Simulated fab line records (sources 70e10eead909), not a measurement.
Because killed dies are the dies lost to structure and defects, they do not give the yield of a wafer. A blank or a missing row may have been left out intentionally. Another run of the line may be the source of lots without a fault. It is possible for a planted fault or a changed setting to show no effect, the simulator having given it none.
Chamber matching :: flow nandHarc :: 3 sister chambers for NHARC_A_STAIRCASE_DEP_280 on pecvd-04
The step deposits SiON, target thk 30 nm. 3 wafers are shown with their chamber, then 12 later ones without.

== WAFERS PAIRED WITH THEIR CHAMBERS ==
wafer: L088.2
chamber: 1
heaterPowerW (W): 747

wafer: L090.5
chamber: 2
heaterPowerW (W): 810

wafer: L090.6
chamber: 0
heaterPowerW (W): 648

== WAFERS WITHOUT THEIR CHAMBER ==
wafer: L091.1
heaterPowerW (W): 700

wafer: L091.3
heaterPowerW (W): 894

wafer: L091.5
heaterPowerW (W): 772

wafer: L092.1
heaterPowerW (W): 773

wafer: L092.4
heaterPowerW (W): 585

wafer: L092.6
heaterPowerW (W): 789

wafer: L094.3
heaterPowerW (W): 773

wafer: L094.4
heaterPowerW (W): 789

wafer: L094.6
heaterPowerW (W): 694

wafer: L095.1
heaterPowerW (W): 707

wafer: L095.4
heaterPowerW (W): 860

wafer: L095.5
heaterPowerW (W): 720

== CHAMBER TAKEN BY EACH ==
wafer: L091.1
from the rows above: can't be placed: 1 or 0 or 2
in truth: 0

wafer: L091.3
from the rows above: can't be placed: 2 or 1
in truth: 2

wafer: L091.5
from the rows above: can't be placed: 1 or 2
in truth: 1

wafer: L092.1
from the rows above: can't be placed: 1 or 2
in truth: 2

wafer: L092.4
from the rows above: 0
in truth: 0

wafer: L092.6
from the rows above: can't be placed: 2 or 1
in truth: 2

wafer: L094.3
from the rows above: can't be placed: 1 or 2
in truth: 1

wafer: L094.4
from the rows above: can't be placed: 2 or 1
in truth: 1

wafer: L094.6
from the rows above: can't be placed: 0 or 1 or 2
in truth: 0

wafer: L095.1
from the rows above: can't be placed: 1 or 0 or 2
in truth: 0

wafer: L095.4
from the rows above: can't be placed: 2 or 1
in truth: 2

wafer: L095.5
from the rows above: can't be placed: 1 or 0 or 2
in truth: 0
Correctly placed: 1 of 12. Unplaceable from these rows: 11, with the true chamber sitting among the candidates in 11. Placed wrongly: 0.
How it was worked out, from the rows above alone: a wafer's distance from a chamber is the root of the sum, over the readings, of the square of ((its reading less the chamber's mean) divided by the reading's scatter). If the next closest chamber is less than 2 further off than the closest, the wafer can't be placed; otherwise it belongs to the closest. For every chamber, the mean is computed from those of its wafers that are shown. The scatter: with one shown wafer a chamber, the root of the mean of the squares of how far each hidden wafer lies from its nearest shown one.
